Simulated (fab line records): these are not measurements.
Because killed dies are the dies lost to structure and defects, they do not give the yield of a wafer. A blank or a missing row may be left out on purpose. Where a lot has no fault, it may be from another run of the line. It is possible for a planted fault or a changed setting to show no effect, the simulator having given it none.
Which tool is to blame? || flow n5_finfet || 36 wafers from 12 lots sampled at 3 of the route's 1938 steps

== WHAT THE GAUGES SHOWED, per wafer ==
N5_BEOL_M4_CD_MEAS_11: target cd 16.79 nm.
{"lot": "L075", "measured": "day 8 15:02", "on": "cd_sem-01", "cd_nm (nm)": "16.60 16.70 16.72"}
{"lot": "L076", "measured": "day 8 21:34", "on": "cd_sem-02", "cd_nm (nm)": "16.47 16.15 16.83"}
{"lot": "L079", "measured": "day 9 04:29", "on": "cd_sem-01", "cd_nm (nm)": "16.77 16.90 16.67"}
{"lot": "L081", "measured": "day 9 18:58", "on": "cd_sem-02", "cd_nm (nm)": "16.36 16.69 16.73"}
{"lot": "L082", "measured": "day 10 10:07", "on": "cd_sem-03", "cd_nm (nm)": "16.70 16.37 16.72"}
{"lot": "L085", "measured": "day 11 00:22", "on": "cd_sem-03", "cd_nm (nm)": "16.85 16.88 16.68"}
{"lot": "L087", "measured": "day 11 11:23", "on": "cd_sem-02", "cd_nm (nm)": "17.30 16.83 17.02"}
{"lot": "L088", "measured": "day 11 16:36", "on": "cd_sem-02", "cd_nm (nm)": "16.49 16.93 16.39"}
{"lot": "L092", "measured": "day 12 02:32", "on": "cd_sem-02", "cd_nm (nm)": "16.93 16.72 16.42"}
{"lot": "L094", "measured": "day 12 23:07", "on": "cd_sem-01", "cd_nm (nm)": "17.03 16.89 17.16"}
{"lot": "L095", "measured": "day 13 03:58", "on": "cd_sem-02", "cd_nm (nm)": "17.20 16.97 16.92"}
{"lot": "L097", "measured": "day 14 00:54", "on": "cd_sem-02", "cd_nm (nm)": "17.00 16.53 16.95"}

== TOOL THAT RAN EACH LOT (tool first, then ch and the chambers of the sampled wafers, then the start) ==
{"lot": "L075", "N5_BEOL_M3_ANNEAL_80": "pvd_sputter-03, day 8 10:52", "N5_BEOL_M3_PRE_CLEAN_60": "cvd_co-02 ch 0,1, day 8 13:09"}
{"lot": "L076", "N5_BEOL_M3_ANNEAL_80": "pvd_sputter-02, day 8 17:50", "N5_BEOL_M3_PRE_CLEAN_60": "cvd_co-02 ch 0,1, day 8 20:07"}
{"lot": "L079", "N5_BEOL_M3_ANNEAL_80": "pvd_sputter-01, day 9 00:17", "N5_BEOL_M3_PRE_CLEAN_60": "cvd_co-01 ch 0,1,2, day 9 02:40"}
{"lot": "L081", "N5_BEOL_M3_ANNEAL_80": "pvd_sputter-03, day 9 14:40", "N5_BEOL_M3_PRE_CLEAN_60": "cvd_co-01 ch 1,2, day 9 17:01"}
{"lot": "L082", "N5_BEOL_M3_ANNEAL_80": "pvd_sputter-03, day 10 06:07", "N5_BEOL_M3_PRE_CLEAN_60": "cvd_co-02 ch 0,1,2, day 10 08:24"}
{"lot": "L085", "N5_BEOL_M3_ANNEAL_80": "pvd_sputter-01, day 10 21:10", "N5_BEOL_M3_PRE_CLEAN_60": "cvd_co-01 ch 0,1, day 10 23:31"}
{"lot": "L087", "N5_BEOL_M3_ANNEAL_80": "pvd_sputter-01, day 11 08:08", "N5_BEOL_M3_PRE_CLEAN_60": "cvd_co-01 ch 0,1,2, day 11 10:25"}
{"lot": "L088", "N5_BEOL_M3_ANNEAL_80": "pvd_sputter-01, day 11 11:36", "N5_BEOL_M3_PRE_CLEAN_60": "cvd_co-02 ch 0,1,2, day 11 13:53"}
{"lot": "L092", "N5_BEOL_M3_ANNEAL_80": "pvd_sputter-03, day 11 22:25", "N5_BEOL_M3_PRE_CLEAN_60": "cvd_co-01 ch 0,1,2, day 12 00:43"}
{"lot": "L094", "N5_BEOL_M3_ANNEAL_80": "pvd_sputter-03, day 12 17:53", "N5_BEOL_M3_PRE_CLEAN_60": "cvd_co-02 ch 0,1, day 12 20:16"}
{"lot": "L095", "N5_BEOL_M3_ANNEAL_80": "pvd_sputter-03, day 13 00:14", "N5_BEOL_M3_PRE_CLEAN_60": "cvd_co-02 ch 0,1,2, day 13 02:36"}
{"lot": "L097", "N5_BEOL_M3_ANNEAL_80": "pvd_sputter-02, day 13 20:54", "N5_BEOL_M3_PRE_CLEAN_60": "cvd_co-02 ch 0,1, day 13 23:12"}
- N5_BEOL_M3_ANNEAL_80: time 240 s.
- N5_BEOL_M3_PRE_CLEAN_60: time 15 s.

== THE ANSWER, worked out from the rows above alone ==
Rule: usual is defined by the lots themselves. Put in order of their means at a reading, lots are off if they are a third of the lots or fewer, leave a main group of 4 or more, and stand apart from it by a gap of 3 or more times the standard deviation of the main group's means; of several such gaps the widest counts. If all means in a main group match to the digits the tables above print for the reading, that group is not used. Also off: a lot with no number at a reading for which 4 or more lots have one. Where the step has rows for the other lots, those lots are counted as sound.
No lot is off on any of the readings shown, so nothing can be concluded from this.

== WHAT THE SIMULATOR PUT IN ==
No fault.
